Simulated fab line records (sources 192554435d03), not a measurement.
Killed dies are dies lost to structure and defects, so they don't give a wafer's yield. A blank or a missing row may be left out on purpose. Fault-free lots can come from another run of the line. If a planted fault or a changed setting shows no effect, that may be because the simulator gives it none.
A lot that was struck, set against a sound lot -- flow n5-finfet -- 14 out of 1938 route steps
Sound: the wafers L465.1, L465.2, L465.5. Struck: wafer L473.2. (L473.4 of the same lot was not struck and is left out.) The cause comes at the end.
Each step with rows lists, per side, the tool, then ch with its chambers, then its first start. Under that, the readings that differ: sound wafers -- struck wafers -- difference of the means -- sigmas: that difference in standard deviations of wafers without a fault.
alike: same words and numbers on both sides, and readings whose means sit less than 2 such deviations apart. not compared: any withheld reading, any reading some wafer has no value for, any bound like >300 that may hide the same value, and any number with overlapping values for which the record gives no deviation.
The two part at a step that has a row with sigmas, a row that says differs or no value, or rows on one side only. Numbers that don't overlap but have no deviation are shown without sigmas and don't part them. A reading that every wafer of one side lacks parts them only if that side has two wafers or more.

N5_HKMG_FIN_INSPECT_28: inspects for defects (darkfield).
  struck on defect-inspect-01, day 7 03:56; sound on defect-inspect-02, day 5 00:56
  alike: raw-defect-count
N5_GATE_CUT_ETCHBACK_00: etches W in SF6/Cl2.
  sound on rie-metal-02 ch 0,1, day 5 00:58; struck on rie-metal-02 ch 0, day 7 03:58
  alike: drypump-motor-current-A, oes-product-au, throttle-valve-pct
  not compared: rf-hours-counter-h
then, 3 steps without rows for these wafers: N5_GATE_CUT_ETCH_56 (etches TiN in Cl2/Ar, target depth 21.6 nm); N5_GATE_CUT_ETCHBACK_30 (etches TiN in Cl2/Ar, target depth 3 nm); N5_GATE_CUT_VAPOR_ETCH_60 (etches HfO2 in BCl3/Cl2).
N5_GATE_CUT_ETCH_58: etches SiNx in CH3F/O2, target depth 17 nm, time 128.6 s.
  sound on rie-diel-06 ch 0,1,2, day 5 01:15; struck on rie-diel-06 ch 1, day 7 04:16
  alike: O2_flow_sccm, drypump-motor-current-A, mfc-ar-sccm, oes-product-au, rf-vpp-V, showerhead-plenum-p-Torr, throttle-valve-pct
  not compared: rf-hours-counter-h
N5_GATE_CUT_STRIP_59: strips in N2/H2, time 20 s.
  sound on rie-diel-06 ch 0,1,2, day 5 01:22; struck on rie-diel-06 ch 1, day 7 04:22
  alike: drypump-motor-current-A, oes-product-au, rf-vpp-V, showerhead-plenum-p-Torr, throttle-valve-pct
  not compared: rf-hours-counter-h
then, 2 steps without rows for these wafers: N5_GATE_CUT_PRECLEAN_31 (cleans in DIW, time 300 s); N5_GATE_CUT_SRD_32 (time 30 s).
N5_GATE_CUT_SAC_CAP_01: material SiNx, target thk 24 nm, pulse time 1 s, ald cycles 480.
  sound on ald-sin-03 ch 0,1,2, day 5 02:46; struck on ald-sin-02 ch 3, day 7 04:34
  alike: chamber-pressure-Torr, heater-power-w, precursor-pulse-height-rel
N5_GATE_CUT_PECVD_57: deposits SiNx from SiH4/NH3/N2, target thk 21 nm.
  sound on pecvd-04 ch 0,1,2, day 5 04:58; struck on pecvd-04 ch 1, day 7 06:46
  alike: chamber-pressure-Torr, heater-power-w, showerhead-plenum-p-Torr, throttle-valve-pct
N5_GATE_CUT_CMP_02: polishes, stops on SiO2, t overpolish 12.7 s, target thk 0 nm.
  sound on cmp-02 ch 1,2,3, day 5 05:05; struck on cmp-03 ch 2, day 7 06:56
reading,sound,struck,difference,sigmas
motor-current-A (A),8.3 8.7 9.2,11.1,+2.4,+2
time-to-endpoint-s (s),23.9 24.1 19.6,54.2,+31.7,+13
  alike: edge-zone-pressure-frac, overpolish-run-s, retaining-ring-pressure-frac
  not compared: pad-life-wafers
-- a jump in the record: the struck wafers' starts before and after are 3 days apart (it breaks off in module GATE_CUT and resumes in module BEOL_M4, where the first step shown is number 1111 of the route) --
N5_BEOL_M4_RC_MEAS_101:
  sound on prober-01 ch 0, day 8 07:46; struck on prober-02 ch 0, day 10 11:07
  alike: DIBL_N, DIBL_P, IOFF_N, IOFF_P, ION_N, ION_P, SS_N, SS_P, VT_N, VT_P
following that, these wafers have no rows for 1 step: N5_PASSIVATION_PROBE_49.

WHERE THEY PART
At N5_GATE_CUT_CMP_02 and nowhere else, as far as this record goes. Later steps at which nothing parts them and some readings are alike: N5_BEOL_M4_RC_MEAS_101.

WHY: what the simulator had put in
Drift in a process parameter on cmp-03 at N5_GATE_CUT_CMP_02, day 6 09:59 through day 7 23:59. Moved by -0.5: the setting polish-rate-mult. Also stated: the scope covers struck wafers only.
